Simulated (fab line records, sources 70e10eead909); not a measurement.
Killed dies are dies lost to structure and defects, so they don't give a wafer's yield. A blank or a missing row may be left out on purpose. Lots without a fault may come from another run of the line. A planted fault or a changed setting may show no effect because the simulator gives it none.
Chamber matching | flow nand_harc | NHARC_A_CHANNEL_FILL_D1_ALD_14 on ald_hk-02: 4 sister chambers
The step deposits SiO2, target thk 2.5 nm, pulse time 10 s, ald cycles 25. 8 wafers are shown with their chamber, then 10 later ones without.

WAFERS WITH THEIR CHAMBER
wafer  | chamber | heater_power_w (W) | precursor_pulse_height_rel
L080.1 | 3       | 523                | 0.980
L086.2 | 2       | 506                | 0.985
L086.4 | 0       | 518                | 1.014
L092.1 | 1       | 463                | 0.995
L092.3 | 2       | 530                | 0.986
L092.5 | 1       | 472                | 1.018
L093.1 | 0       | 502                | 1.003
L093.3 | 3       | 525                | 1.008

WAFERS WITHOUT THEIR CHAMBER
wafer  | heater_power_w (W) | precursor_pulse_height_rel
L093.4 | 470                | 0.985
L095.2 | 527                | 1.003
L095.4 | 540                | 0.962
L095.6 | 465                | 0.997
L096.1 | 527                | 1.013
L096.2 | 538                | 1.013
L096.3 | 504                | 0.982
L097.2 | 516                | 0.986
L097.4 | 532                | 1.006
L097.6 | 464                | 1.009

WHICH CHAMBER EACH WENT THROUGH
wafer  | from the rows above          | in truth
L093.4 | 1                            | 1
L095.2 | can't be placed: 3 or 2 or 0 | 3
L095.4 | can't be placed: 2 or 3 or 0 | 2
L095.6 | 1                            | 1
L096.1 | can't be placed: 3 or 0 or 2 | 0
L096.2 | can't be placed: 3 or 0 or 2 | 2
L096.3 | can't be placed: 2 or 0 or 3 | 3
L097.2 | can't be placed: 2 or 3 or 0 | 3
L097.4 | can't be placed: 3 or 2 or 0 | 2
L097.6 | 1                            | 1
Placed correctly: 3 of 10. Can't be placed from these rows: 7 (the true chamber is among the candidates in 7). Placed wrongly: 0.
How it was worked out, from the rows above alone: a wafer's distance from a chamber is the root of the sum, over the readings, of the square of ((its reading less the chamber's mean) divided by the reading's scatter). The wafer belongs to the nearest chamber; if the next one is less than 2 further off, it can't be placed. A chamber's mean is the mean of its shown wafers. The scatter: the root of (the sum of the squares of (reading less its chamber's mean) over the shown wafers, divided by (wafers less chambers)).
